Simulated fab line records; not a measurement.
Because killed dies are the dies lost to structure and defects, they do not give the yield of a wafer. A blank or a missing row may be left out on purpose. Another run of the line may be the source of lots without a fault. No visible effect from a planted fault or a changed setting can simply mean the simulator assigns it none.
fab line records | flow n5-finfet | part 2 of 2: steps 5 to 6 of 6
[record] lots = 22 | wafers = 66 | last-day = 18
route steps=1938 shown FIN_CUT@173 STI_FIN_REVEAL@191 DUMMY_GATE@235
lots untouched by any fault: they come from a run of this same line in which no faults occurred
start-h: start of the lot's first displayed wafer, in hours after the record's first day | wait-h: hours since the lot's step before | " unchanged from the row above | L1.1+2: several wafers, shown together as one row | - no value present, or no start provided | * or withheld: withheld | < > ~ a bound
route shown NAME@n: NAME is a module with steps in the file, n the number in the route of the first one | usual: mean and standard deviation over wafers with no fault | same: alike in all rows | chamber/n: place in a boat | sites: each site's reading | _std_site: the values' standard deviation | _edge_site: the outer-site mean with the inner-site mean subtracted | radius-mm: for every site, how far away it sits from the centre of the wafer | mask NAME#n: copy n | behind: tool/chamber where the wafer was last shaped | hold: why the lot was held/for how many hours/how that ended | device: transistor that didn't switch, given as n, p or np | end of line: the route-end tests of the same wafers | a step without rows: its recipe alone | killed: dies that structure and defects cost at the first sort, which is not the same as the wafer's yield | map: shows each die of a wafer: x if killed, . if not, _ if none is there
set.NAME: setting as actually run; set.NAME@STEP: the setting as run at that earlier step | model.NAME: the simulator's own value behind a step, which no gauge read
the route's steps for a sample of lots (tables are steps, rows are wafers)
services: a tool's chamber out of use, with start hour (start-h, from the record's first day; less than 0 if before it), hours out, and reason
[[steps]]
[step N5_DUMMY_GATE_ETCH_29]
[recipe] chemistry = N2/H2 | target = underlayer | target-depth-a = 130 | ion-energy-ev = 200 | pressure-mtorr = 30 | source-w = 840 | bias-w = 150 | n2-flow-sccm = 200 | h2-flow-sccm = 200
[usual] drypump-motor-current-A = 5.9/0.36 | oes-product-au = 0.78/0.099 | rf-vpp-V = 523.5/2.6 | showerhead-plenum-p-Torr = 2.53/0.092 | throttle-valve-pct = 17.98/0.25
lot.wafer | tool        | chamber | start-h | wait-h | drypump-motor-current-A | oes-product-au | rf-hours-counter-h | rf-vpp-V | showerhead-plenum-p-Torr | throttle-valve-pct
L074.1    | rie-diel-02 | 2       | 50.55   | 0.0    | 5.3                     | 0.66           | 248                | 524.5    | 2.61                     | 18.18
L074.5    | "           | 1       | "       | "      | 5.9                     | 0.79           | -                  | 523.6    | 2.56                     | 18.15
L074.6    | "           | 3       | "       | "      | 5.9                     | 0.69           | -                  | 526.8    | 2.62                     | 18.22
L076.1    | rie-diel-06 | 3       | 60.40   | 0.0    | 5.8                     | 0.88           | 32                 | 522.4    | 2.49                     | 18.27
L076.3    | "           | 2       | "       | "      | 6.0                     | 0.76           | 96                 | 527.1    | 2.68                     | 17.58
L076.6    | "           | 2       | "       | "      | 5.9                     | 0.77           | -                  | 529.2    | 2.68                     | 17.58
L075.2    | rie-diel-06 | 2       | 64.26   | 0.0    | 5.9                     | 0.76           | 98                 | 527.2    | 2.67                     | 17.59
L075.4    | "           | 2       | "       | "      | 5.9                     | 0.77           | -                  | 527.3    | 2.68                     | 17.59
L075.6    | "           | 1       | "       | "      | 5.9                     | 0.71           | -                  | 520.9    | 2.40                     | 18.06
L077.1    | rie-diel-02 | 1       | 70.29   | 0.0    | 5.9                     | 0.78           | 111                | 525.5    | 2.56                     | 18.16
L077.3    | "           | 2       | "       | "      | 5.3                     | 0.66           | 253                | 526.5    | 2.61                     | 18.19
L077.6    | "           | 2       | "       | "      | 5.3                     | 0.65           | -                  | 525.9    | 2.61                     | 18.19
L078.3    | rie-diel-02 | 0       | 74.30   | 0.0    | 6.5                     | 0.73           | 187                | 521.5    | 2.41                     | 17.98
L078.4    | "           | 3       | "       | "      | 5.9                     | 1.00           | -                  | 526.8    | 2.61                     | 17.73
L078.5    | "           | 0       | "       | "      | 6.5                     | 0.73           | -                  | 520.9    | 2.41                     | 17.99
L079.3    | rie-diel-04 | 1       | 75.89   | 0.0    | 5.8                     | 0.70           | 203                | 524.4    | 2.53                     | 18.13
L079.4    | "           | 3       | "       | "      | 5.4                     | 0.93           | 21                 | 526.2    | 2.61                     | 17.66
L079.6    | "           | 3       | "       | "      | 5.4                     | 0.93           | -                  | 524.9    | 2.61                     | 17.65
L080.1    | rie-diel-04 | 2       | 82.24   | 0.0    | 5.4                     | 0.76           | 125                | 528.9    | 2.67                     | 17.95
L080.3    | "           | 1       | "       | "      | 5.8                     | 0.70           | 206                | 523.2    | 2.53                     | 18.15
L080.6    | "           | 3       | "       | "      | 5.4                     | 0.93           | -                  | 523.8    | 2.61                     | 17.65
L081.2    | rie-diel-02 | 3       | 87.04   | 0.0    | 5.9                     | 0.95           | 6                  | 527.4    | 2.61                     | 17.73
L081.3    | "           | 1       | "       | "      | 5.9                     | 0.78           | 119                | 523.7    | 2.55                     | 18.16
L081.5    | "           | 0       | "       | "      | 6.5                     | 0.73           | -                  | 520.8    | 2.41                     | 17.99
L082.1    | rie-diel-06 | 0       | 92.96   | 0.0    | 5.9                     | 0.99           | 3                  | 527.5    | 2.60                     | 17.36
L082.2    | "           | 2       | "       | "      | 5.9                     | 0.76           | 107                | 527.2    | 2.67                     | 17.62
L082.4    | "           | 1       | "       | "      | 5.9                     | 0.70           | 224                | 520.3    | 2.40                     | 18.06
L083.1    | rie-diel-04 | 0       | 100.66  | 0.0    | 6.3                     | 0.70           | 223                | 520.0    | 2.41                     | 18.22
L083.2    | "           | 1       | "       | "      | 5.8                     | 0.69           | 211                | 522.2    | 2.53                     | 18.16
L083.4    | "           | 0       | "       | "      | 6.3                     | 0.70           | -                  | 520.7    | 2.41                     | 18.23
L084.1    | rie-diel-02 | 2       | 105.98  | 0.0    | 5.2                     | 0.97           | 3                  | 525.4    | 2.61                     | 17.82
L084.2    | "           | 1       | "       | "      | 5.9                     | 0.76           | 125                | 524.5    | 2.55                     | 18.18
L084.6    | "           | 0       | "       | "      | 6.6                     | 0.72           | -                  | 521.1    | 2.41                     | 18.02
L085.2    | rie-diel-04 | 1       | 116.05  | 0.0    | 5.8                     | 0.68           | 218                | 523.4    | 2.53                     | 18.17
L085.3    | "           | 0       | "       | "      | 6.3                     | 0.69           | 230                | 520.0    | 2.41                     | 18.23
L085.6    | "           | 0       | "       | "      | 6.3                     | 0.69           | -                  | 520.8    | 2.41                     | 18.25
L086.1    | rie-diel-04 | 1       | 127.92  | 0.0    | 5.8                     | 0.69           | 223                | 521.4    | 2.52                     | 18.18
L086.3    | "           | 0       | "       | "      | 6.3                     | 0.70           | 235                | 519.8    | 2.41                     | 18.25
L086.6    | "           | 0       | "       | "      | 6.3                     | 0.69           | -                  | 521.4    | 2.41                     | 18.23
L087.1    | rie-diel-02 | 1       | 131.06  | 0.0    | 5.9                     | 0.76           | 132                | 525.5    | 2.55                     | 18.17
L087.3    | "           | 3       | "       | "      | 5.9                     | 0.92           | 19                 | 524.8    | 2.61                     | 17.77
L087.6    | "           | 0       | "       | "      | 6.6                     | 0.72           | -                  | 519.9    | 2.40                     | 18.03
L088.2    | rie-diel-04 | 0       | 131.98  | 0.0    | 6.3                     | 0.69           | 237                | 519.7    | 2.41                     | 18.26
L088.3    | "           | 3       | "       | "      | 5.5                     | 0.88           | 42                 | 525.0    | 2.60                     | 17.68
L088.5    | "           | 0       | "       | "      | 6.4                     | 0.69           | -                  | 520.5    | 2.41                     | 18.25
L089.2    | rie-diel-06 | 2       | 139.73  | 0.0    | 5.9                     | 0.74           | 121                | 525.9    | 2.66                     | 17.63
L089.3    | "           | 0       | "       | "      | 5.9                     | 0.95           | 17                 | 526.1    | 2.60                     | 17.39
L089.4    | "           | 1       | "       | "      | 5.9                     | 0.70           | 239                | 518.1    | 2.39                     | 18.10
L090.1    | rie-diel-04 | 1       | 141.75  | 0.0    | 5.7                     | 0.69           | 229                | 524.3    | 2.52                     | 18.20
L090.4    | "           | 1       | "       | "      | 5.7                     | 0.68           | -                  | 524.4    | 2.52                     | 18.20
L090.5    | "           | 3       | "       | "      | 5.4                     | 0.89           | -                  | 524.7    | 2.60                     | 17.69
L092.3    | rie-diel-02 | 0       | 155.56  | 0.0    | 6.5                     | 0.71           | 214                | 520.8    | 2.40                     | 18.04
L092.4    | "           | 3       | "       | "      | 5.9                     | 0.90           | 27                 | 524.0    | 2.60                     | 17.78
L092.6    | "           | 3       | "       | "      | 6.0                     | 0.91           | -                  | 525.2    | 2.60                     | 17.77
L093.1    | rie-diel-02 | 1       | 159.55  | 0.0    | 5.9                     | 0.76           | 142                | 524.2    | 2.54                     | 18.18
L093.2    | "           | 3       | "       | "      | 5.9                     | 0.90           | 28                 | 524.8    | 2.60                     | 17.78
L093.4    | "           | 2       | "       | "      | 5.3                     | 0.92           | 19                 | 524.0    | 2.60                     | 17.82
L094.1    | rie-diel-04 | 1       | 166.06  | 0.0    | 5.8                     | 0.67           | 237                | 523.9    | 2.52                     | 18.19
L094.2    | "           | 0       | "       | "      | 6.3                     | 0.67           | 249                | 521.1    | 2.40                     | 18.27
L094.5    | "           | 1       | "       | "      | 5.8                     | 0.68           | -                  | 523.1    | 2.52                     | 18.18
L095.2    | rie-diel-02 | 1       | 173.07  | 0.0    | 5.9                     | 0.74           | 147                | 523.5    | 2.54                     | 18.20
L095.3    | "           | 3       | "       | "      | 5.9                     | 0.89           | 33                 | 525.4    | 2.60                     | 17.78
L095.4    | "           | 0       | "       | "      | 6.5                     | 0.71           | 220                | 521.7    | 2.40                     | 18.04
L096.2    | rie-diel-06 | 1       | 177.90  | 0.0    | 5.9                     | 0.68           | 249                | 518.8    | 2.39                     | 18.12
L096.3    | "           | 0       | "       | "      | 5.9                     | 0.91           | 27                 | 525.8    | 2.59                     | 17.42
L096.4    | "           | 2       | "       | "      | 5.9                     | 0.73           | 132                | 527.2    | 2.66                     | 17.66
[step N5_DUMMY_GATE_TRIM_49]
[recipe] chemistry = O2 | resist = SOC | time-s = 29 | target-cd-nm = 14 | source-power-w = 300 | bias-power-w = 0 | O2_flow_sccm = 100 | temp-c = 20
[usual] drypump-motor-current-A = 5.7/0.43 | he-backside-leak-sccm = 2.9/0.33 | oes-product-au = 1.005/0.0074 | throttle-valve-pct = 8.13/0.18
lot.wafer | tool      | chamber | start-h | wait-h | drypump-motor-current-A | he-backside-leak-sccm | oes-product-au | rf-hours-counter-h | throttle-valve-pct
L074.1    | rie-si-03 | 2       | 50.71   | 0.0    | 5.9                     | 3.5                   | 0.982          | 182                | 8.20
L074.5    | "         | 0       | "       | "      | 5.8                     | 2.3                   | 0.997          | -                  | 8.01
L074.6    | "         | 3       | "       | "      | 6.1                     | 3.1                   | 0.999          | -                  | 7.93
L076.1    | rie-si-03 | 3       | 60.56   | 0.0    | 6.2                     | 3.0                   | 0.989          | 68                 | 7.93
L076.3    | "         | 0       | "       | "      | 5.8                     | 2.2                   | 1.011          | 1                  | 8.01
L076.6    | "         | 0       | "       | "      | 5.8                     | 2.2                   | 1.013          | -                  | 8.01
L075.2    | rie-si-02 | 3       | 64.42   | 0.0    | 6.1                     | 3.1                   | 1.009          | 59                 | 7.99
L075.4    | "         | 2       | "       | "      | 6.3                     | 2.9                   | 1.013          | 177                | 8.20
L075.6    | "         | 3       | "       | "      | 6.1                     | 3.0                   | 1.005          | -                  | 8.01
L077.1    | rie-si-03 | 3       | 70.45   | 0.0    | 6.2                     | 2.9                   | 1.001          | 68                 | 7.91
L077.3    | "         | 0       | "       | "      | 5.8                     | 2.3                   | 1.014          | 1                  | 8.03
L077.6    | "         | 2       | "       | "      | 5.8                     | 3.4                   | 1.000          | -                  | 8.22
L078.3    | rie-si-02 | 0       | 74.47   | 0.0    | 5.2                     | 3.3                   | 1.000          | 185                | 8.40
L078.4    | "         | 1       | "       | "      | 5.5                     | 2.7                   | 1.003          | -                  | 7.97
L078.5    | "         | 3       | "       | "      | 6.1                     | 3.2                   | 0.998          | -                  | 7.99
L079.3    | rie-si-02 | 3       | 76.05   | 0.0    | 6.1                     | 2.9                   | 1.005          | 60                 | 8.01
L079.4    | "         | 3       | "       | "      | 6.1                     | 2.9                   | 1.001          | -                  | 8.01
L079.6    | "         | 0       | "       | "      | 5.1                     | 3.4                   | 1.015          | -                  | 8.41
L080.1    | rie-si-02 | 0       | 82.40   | 0.0    | 5.1                     | 3.3                   | 1.002          | 186                | 8.42
L080.3    | "         | 2       | "       | "      | 6.4                     | 2.8                   | 1.011          | 177                | 8.21
L080.6    | "         | 2       | "       | "      | 6.3                     | 2.9                   | 1.010          | -                  | 8.21
L081.2    | rie-si-02 | 2       | 87.20   | 0.0    | 6.2                     | 2.5                   | 1.021          | 177                | 8.18
L081.3    | "         | 1       | "       | "      | 5.5                     | 2.6                   | 1.006          | 6                  | 7.97
L081.5    | "         | 0       | "       | "      | 5.2                     | 3.3                   | 1.007          | -                  | 8.40
L082.1    | rie-si-02 | 2       | 93.13   | 0.0    | 6.3                     | 2.7                   | 1.013          | 177                | 8.20
L082.2    | "         | 3       | "       | "      | 6.0                     | 2.9                   | 0.995          | 60                 | 8.00
L082.4    | "         | 0       | "       | "      | 5.1                     | 3.4                   | 0.998          | 186                | 8.38
L083.1    | rie-si-02 | 0       | 100.82  | 0.0    | 5.1                     | 3.1                   | 1.017          | 186                | 8.41
L083.2    | "         | 3       | "       | "      | 6.0                     | 2.7                   | 0.998          | 60                 | 8.00
L083.4    | "         | 1       | "       | "      | 5.5                     | 2.8                   | 1.010          | 6                  | 7.99
L084.1    | rie-si-02 | 2       | 106.14  | 0.0    | 6.3                     | 2.8                   | 1.009          | 177                | 8.20
L084.2    | "         | 3       | "       | "      | 6.1                     | 3.2                   | 0.990          | 60                 | 8.00
L084.6    | "         | 0       | "       | "      | 5.2                     | 3.3                   | 1.007          | -                  | 8.42
L085.2    | rie-si-03 | 3       | 116.21  | 0.0    | 6.2                     | 3.0                   | 1.006          | 69                 | 7.93
L085.3    | "         | 0       | "       | "      | 5.8                     | 2.2                   | 1.003          | 2                  | 8.01
L085.6    | "         | 0       | "       | "      | 5.8                     | 2.1                   | 1.000          | -                  | 8.01
L086.1    | rie-si-02 | 2       | 128.08  | 0.0    | 6.2                     | 2.9                   | 1.012          | 178                | 8.22
L086.3    | "         | 1       | "       | "      | 5.5                     | 2.7                   | 1.017          | 7                  | 7.99
L086.6    | "         | 2       | "       | "      | 6.2                     | 2.9                   | 1.005          | -                  | 8.21
L087.1    | rie-si-05 | 1       | 131.22  | 0.0    | 5.9                     | 2.8                   | 1.007          | 81                 | 8.24
L087.3    | "         | 0       | "       | "      | 4.9                     | 2.8                   | 0.994          | 34                 | 7.93
L087.6    | "         | 1       | "       | "      | 5.9                     | 2.9                   | 1.006          | -                  | 8.22
L088.2    | rie-si-05 | 2       | 132.14  | 0.0    | 5.1                     | 2.5                   | 1.001          | 60                 | 7.98
L088.3    | "         | 1       | "       | "      | 5.9                     | 3.0                   | 1.007          | 81                 | 8.22
L088.5    | "         | 3       | "       | "      | 5.0                     | 3.3                   | 1.002          | -                  | 8.45
L089.2    | rie-si-03 | 3       | 139.89  | 0.0    | 6.2                     | 3.0                   | 1.016          | 69                 | 7.91
L089.3    | "         | 1       | "       | "      | 5.5                     | 3.2                   | 1.016          | 162                | 8.34
L089.4    | "         | 2       | "       | "      | 5.9                     | 3.2                   | 0.989          | 183                | 8.20
L090.1    | rie-si-02 | 3       | 141.91  | 0.0    | 6.0                     | 2.8                   | 0.998          | 61                 | 8.01
L090.4    | "         | 2       | "       | "      | 6.3                     | 2.9                   | 1.011          | 178                | 8.17
L090.5    | "         | 1       | "       | "      | 5.5                     | 2.7                   | 1.006          | -                  | 7.97
L092.3    | rie-si-02 | 0       | 155.72  | 0.0    | 5.2                     | 3.4                   | 1.012          | 187                | 8.40
L092.4    | "         | 1       | "       | "      | 5.5                     | 2.7                   | 1.016          | 7                  | 7.98
L092.6    | "         | 3       | "       | "      | 6.1                     | 3.0                   | 1.003          | -                  | 8.03
L093.1    | rie-si-02 | 2       | 159.72  | 0.0    | 6.3                     | 2.8                   | 1.007          | 178                | 8.22
L093.2    | "         | 0       | "       | "      | 5.2                     | 3.4                   | 1.008          | 187                | 8.39
L093.4    | "         | 3       | "       | "      | 6.0                     | 3.2                   | 1.000          | 61                 | 8.02
L094.1    | rie-si-03 | 2       | 166.22  | 0.0    | 5.9                     | 3.2                   | 0.991          | 184                | 8.20
L094.2    | "         | 0       | "       | "      | 5.8                     | 2.4                   | 1.003          | 3                  | 8.02
L094.5    | "         | 3       | "       | "      | 6.2                     | 3.2                   | 1.003          | -                  | 7.93
L095.2    | rie-si-02 | 1       | 173.24  | 0.0    | 5.6                     | 2.7                   | 1.012          | 8                  | 7.97
L095.3    | "         | 3       | "       | "      | 6.1                     | 2.8                   | 0.999          | 61                 | 8.00
L095.4    | "         | 0       | "       | "      | 5.1                     | 3.3                   | 1.005          | 187                | 8.39
L096.2    | rie-si-05 | 0       | 178.06  | 0.0    | 4.9                     | 2.6                   | 0.996          | 35                 | 7.93
L096.3    | "         | 2       | "       | "      | 5.1                     | 2.6                   | 1.010          | 61                 | 7.99
L096.4    | "         | 3       | "       | "      | 5.1                     | 3.4                   | 1.005          | 125                | 8.44
[[services]]
tool            | chamber | start-h | hours | kind
rie-diel-06     | -       | 10.40   | 2.0   | repair
rie-diel-05     | 0       | 18.93   | 2.9   | repair
rie-diel-03     | 0       | 45.39   | 4.0   | repair
rie-diel-02     | 0       | 50.13   | 6.4   | repair
rie-diel-02     | 2       | 52.59   | 7.0   | repair
rie-si-02       | 2       | 73.06   | 6.0   | repair
rie-diel-01     | -       | 73.72   | 1.2   | repair
rie-diel-06     | -       | 75.17   | 0.9   | repair
rie-diel-01     | 1       | 77.18   | 4.7   | repair
plasma-asher-01 | -       | 78.85   | 28.1  | pm
rie-diel-04     | 2       | 96.92   | 132.0 | repair
rie-diel-01     | 3       | 100.79  | 8.7   | repair
rie-si-02       | -       | 116.96  | 0.6   | repair
plasma-asher-02 | -       | 122.28  | 3.3   | repair
rie-si-03       | 3       | 124.66  | 11.5  | repair
rie-diel-01     | -       | 135.57  | 0.8   | repair
plasma-asher-02 | -       | 139.91  | 0.9   | repair
rie-diel-05     | 1       | 148.75  | 2.2   | repair
rie-diel-05     | 0       | 152.80  | 25.5  | repair
rie-diel-05     | 1       | 160.48  | 5.4   | repair
rie-diel-02     | 2       | 161.44  | 8.3   | repair
plasma-asher-01 | -       | 162.20  | 3.4   | repair
rie-diel-01     | 0       | 168.70  | 6.0   | repair
rie-si-02       | 0       | 175.06  | 1.9   | repair
